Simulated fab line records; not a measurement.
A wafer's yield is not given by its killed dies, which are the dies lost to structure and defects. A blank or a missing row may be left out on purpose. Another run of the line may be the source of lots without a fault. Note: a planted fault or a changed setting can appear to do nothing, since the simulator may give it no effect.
Problem report in the 8D (eight disciplines) form, filled by code / flow n5-finfet / the parts of the form that need people (team, actions taken, sign-off) are left out

1. WHAT IS WRONG
Mean of sort_bin_5_function at N5_PASSIVATION_PROBE_49: 67.7 % across 6 wafers in 2 lots; on wafers with no fault it is 5.2 % (standard deviation 0.95). Relative to the usual mean, that is a shift of +66 standard deviations.
The first sign was on wafer L360.1 at day 16 12:34, on prober-01. Wafers with a number at this step in the record: 21, from 8 lots. Rule for "out", or "out of limits": more than 4 standard deviations from the usual mean. The other wafers with a number count as sound.

2. WHAT IT IS AND WHAT IT IS NOT
question=which readings at this step | is=sort_bin_5_function, defect-limited-yield, killed-at-front-end, killed-dies, killed-on-rim, sort-n-pass, sort-yield-pct | is not=killed_at_M0_to_M3, killed_at_M4_up, killed-at-contacts, killed-open, killed-short, sort_bin_6_memory, sort_bin_8_speed
question=which lots | is=L360, L361 | is not=L348, L352, L353, L359, L363, L365
question=which wafers of those lots | is=all that have a number | is not=-
question=read on which tools | is=prober-01, prober-02 | is not=-
question=when | is=from day 16 12:34 | is not=up to then (12 sound wafers); but 3 sound wafers of L365 came after

3. SUSPECTS, AND WHAT RULES EACH OUT
Counting: a tool at any process step up to the reading remains a suspect when it ran all the lots that are out and ran no sound lot after the first of those.
- plasma-asher-01 at N5_SDB_STRIP_22 (strips in N2/H2): ruled out as a lasting fault. The sound lots L363, L365 went through it after L360, its earliest lot that is out (day 7 01:34).
- cmp-04 at N5_SDB_CMP_30 (polishes, stops on poly-Si, t overpolish 1.54 s, target thk 30 nm): kept. Every lot that is out went through it, starting with L360 (day 7 04:47), and after that it ran no sound lot; the last sound lot it ran before then is L353 (day 5 13:40).
After counting, what remains is cmp-04 at N5_SDB_CMP_30.

4. THE CAUSE (what the simulator had put in)
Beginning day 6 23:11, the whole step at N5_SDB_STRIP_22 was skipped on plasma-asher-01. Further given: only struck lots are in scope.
It was ruled out by counting, in error; the rule expects a fault to strike all lots run on its tool from its start on, and this fault did not.

5. THE CHAIN OF EFFECTS, in route order
Each row: a reading where the mean over the struck wafers with a number is more than 3 standard deviations away from the usual. Readings are gone through only where the record gives a usual standard deviation; hours: the median, over the lots, of the time from a lot's start at the first step in this table giving one to that lot's start at this step; sigmas: the change measured in usual standard deviations.
hours=0; step=N5_PASSIVATION_PROBE_49; reading=defect-limited-yield; usual=91.2 %; on struck wafers=28.9; change=-62.3; sigmas=-42
hours=0; step=N5_PASSIVATION_PROBE_49; reading=killed-at-front-end; usual=40; on struck wafers=785; change=+745; sigmas=+57
hours=0; step=N5_PASSIVATION_PROBE_49; reading=killed-dies; usual=104; on struck wafers=840; change=+736; sigmas=+43
hours=0; step=N5_PASSIVATION_PROBE_49; reading=killed-on-rim; usual=14; on struck wafers=90; change=+76; sigmas=+18
hours=0; step=N5_PASSIVATION_PROBE_49; reading=sort_bin_5_function; usual=5.2 %; on struck wafers=67.7; change=+62.5; sigmas=+66
hours=0; step=N5_PASSIVATION_PROBE_49; reading=sort-n-pass; usual=1076; on struck wafers=340; change=-736; sigmas=-43
hours=0; step=N5_PASSIVATION_PROBE_49; reading=sort-yield-pct; usual=91.2 %; on struck wafers=28.9; change=-62.3; sigmas=-42
Here are the process steps it includes:
- N5_PASSIVATION_PROBE_49
Readings that are blank on the struck wafers while sound wafers have them: drypump-motor-current-A at N5_SDB_STRIP_22; h2-flow-sccm at N5_SDB_STRIP_22; heater-power-w at N5_SDB_STRIP_22; oes-product-au at N5_SDB_STRIP_22; strip-time-to-endpoint-s at N5_SDB_STRIP_22; temp-c at N5_SDB_STRIP_22.

6. HOW IT WOULD HAVE BEEN CAUGHT EARLIER
In this record the first reading out of limits was taken at day 16 12:34, 229 hours after the fault began at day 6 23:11.
At N5_SDB_STRIP_22 the tool's readings are blank on the struck wafers, where sound wafers have them: an empty tool record is the first sign, and it was there at once.
